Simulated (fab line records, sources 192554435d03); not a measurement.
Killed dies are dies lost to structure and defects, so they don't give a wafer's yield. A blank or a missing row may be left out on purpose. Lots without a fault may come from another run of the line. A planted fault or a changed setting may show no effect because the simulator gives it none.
A struck lot beside a sound one | flow n5_finfet | 16 steps out of a route of 1938
Sound: wafers L372.1, L372.2, L372.3. Struck: wafers L386.1, L386.6. The cause comes at the end.
At each step with rows: each side's tool, then ch and its chambers, then its first start. Under that, the readings that differ: sound wafers | struck wafers | difference of the means | sigmas: that difference in standard deviations of wafers without a fault.
alike: readings whose means differ by less than 2 such deviations, and words and numbers that are the same on both sides. not compared: withheld readings, readings that some wafer has no value for, bounds like >300 that may hide the same value, and numbers for which the record gives no deviation and whose values overlap.
The two part at a step that has a row with sigmas, a row that says differs or no value, or rows on one side only. Numbers that don't overlap but have no deviation are shown without sigmas and don't part them. A reading that every wafer of one side lacks parts them only if that side has two wafers or more.

first, 1 step without rows for these wafers: N5_BEOL_M4_SPUTTER_92 (material Cu, target thk 4.5 nm, time 8.29 s).
N5_BEOL_M4_ANNEAL_93: time 240 s.
  sound on pvd_sputter-03, day 8 21:43; struck on pvd_sputter-02, day 12 08:50
  alike: heater_power_w
then, 1 step without rows for these wafers: N5_BEOL_M4_SPUTTER_94 (material Cu, target thk 4.5 nm, time 8.29 s).
N5_BEOL_M4_ANNEAL_95: time 240 s.
  sound on pvd_sputter-03, day 8 21:56; struck on pvd_sputter-02, day 12 09:04
  alike: heater_power_w
N5_BEOL_M4_SPUTTER_96: material Cu, target thk 4.5 nm, time 8.29 s.
  sound on pvd_sputter-03, day 8 22:05; struck on pvd_sputter-02, day 12 09:12
  alike: substrate_temp_c, throttle_valve_pct
then, 1 step without rows for these wafers: N5_BEOL_M4_ECD_50 (material Cu, target thk 300 nm).
N5_BEOL_M4_ANNEAL_51: time 90 s.
  sound on rtp_anneal-02 ch 0, day 8 22:16; struck on rtp_anneal-01 ch 0, day 12 09:24
  reading          | sound             | struck      | difference | sigmas
  wafer_temp_C_max | 226.0 226.4 226.5 | 225.5 225.6 | -0.8       | -2
then, 1 step without rows for these wafers: N5_BEOL_M4_CMP_52 (polishes, stops on SiOC, t overpolish 6.8 s, target thk 40 nm).
N5_BEOL_M4_THK_MEAS_53: measures by xrf.
  sound on film_metro-02, day 8 22:52; struck on film_metro-02, day 12 10:01
  alike: M4_THK
then, 1 step without rows for these wafers: N5_BEOL_M4_PRE_CLEAN_60 (time 15 s).
N5_BEOL_M4_CO_CAP_55: material Co, precursor CCTBA/H2, target thk 2 nm, time 102.1 s.
  sound on cvd_co-02 ch 0,1,2, day 8 22:56; struck on cvd_co-01 ch 0,1, day 12 10:05
  alike: heater_power_w
then, 1 step without rows for these wafers: N5_BEOL_M4_PRE_CLEAN_56 (time 15 s).
N5_BEOL_M4_DEP_57: deposits SiCN from 3MS/NH3, target thk 8 nm, time 14 s.
  sound on pecvd-02 ch 0,1,2, day 8 23:04; struck on pecvd-02 ch 0,1, day 12 10:12
  reading                                  | sound | struck | difference | sigmas
  model.SiCN_of_BEOL_M4_DEP_57.thk_nm (nm) | 8 8 8 | 2 2.2  | -6         |
  alike: showerhead_plenum_p_Torr, throttle_valve_pct
N5_BEOL_M4_RS_MEAS_58: measures by four-point-probe.
  sound on film_metro-02, day 8 23:07; struck on film_metro-02, day 12 10:16
  alike: M4_RS
N5_BEOL_M4_RC_MEAS_101:
  sound on prober-02 ch 0, day 8 23:11; struck on prober-01 ch 0, day 12 10:19
  alike: DIBL_N, DIBL_P, IOFF_N, IOFF_P, ION_N, ION_P, SS_N, SS_P, VT_N, VT_P
then, 1 step without rows for these wafers: N5_PASSIVATION_PROBE_49.

WHERE THEY PART
Only at N5_BEOL_M4_ANNEAL_51, within this record. Later steps at which nothing parts them and some readings are alike: N5_BEOL_M4_THK_MEAS_53, N5_BEOL_M4_CO_CAP_55, N5_BEOL_M4_DEP_57, N5_BEOL_M4_RS_MEAS_58, N5_BEOL_M4_RC_MEAS_101.

WHY: what the simulator had put in
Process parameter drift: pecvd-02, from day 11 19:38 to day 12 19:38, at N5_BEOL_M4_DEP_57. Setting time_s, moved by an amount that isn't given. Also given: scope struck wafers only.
